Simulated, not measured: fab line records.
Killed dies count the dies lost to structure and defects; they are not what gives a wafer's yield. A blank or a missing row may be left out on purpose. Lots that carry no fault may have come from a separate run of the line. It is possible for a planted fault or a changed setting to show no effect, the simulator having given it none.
Chamber matching + flow nand-harc + NHARC_A_STAIRCASE_DESCUM_443 on rie-diel-03 has 4 sister chambers
The step chemistry O2, time 3 s. 4 wafers are shown with their chamber, then 8 later ones without.

## EACH WAFER AND ITS CHAMBER
| wafer  | chamber | drypump-motor-current-A (A) |
|--------|---------|-----------------------------|
| L087.2 | 3       | 5.5                         |
| L091.3 | 0       | 5.8                         |
| L091.5 | 1       | 5.4                         |
| L092.2 | 2       | 6.1                         |

## WAFERS WHOSE CHAMBER IS MISSING
| wafer  | drypump-motor-current-A (A) |
|--------|-----------------------------|
| L092.4 | 5.8                         |
| L092.5 | 5.4                         |
| L096.1 | 5.4                         |
| L096.3 | 5.6                         |
| L096.5 | 5.4                         |
| L097.2 | 5.8                         |
| L097.3 | 5.4                         |
| L097.6 | 5.4                         |

## THE CHAMBER EACH PASSED THROUGH
| wafer  | from the rows above | in truth |
|--------|---------------------|----------|
| L092.4 | 0                   | 0        |
| L092.5 | 1                   | 1        |
| L096.1 | 1                   | 1        |
| L096.3 | 3                   | 3        |
| L096.5 | 1                   | 1        |
| L097.2 | 0                   | 0        |
| L097.3 | 1                   | 1        |
| L097.6 | 1                   | 1        |
8 of 8 placed correctly. Can't be placed from these rows: 0. Wrongly placed: 0.
How it was worked out, from the rows above alone: a wafer's distance from a chamber is the root of the sum, over the readings, of the square of ((its reading less the chamber's mean) divided by the reading's scatter). If the next closest chamber is less than 2 further off than the closest, the wafer can't be placed; otherwise it belongs to the closest. For every chamber, the mean is computed from those of its wafers that are shown. The scatter: with one shown wafer a chamber, the root of the mean of the squares of how far each hidden wafer lies from its nearest shown one.
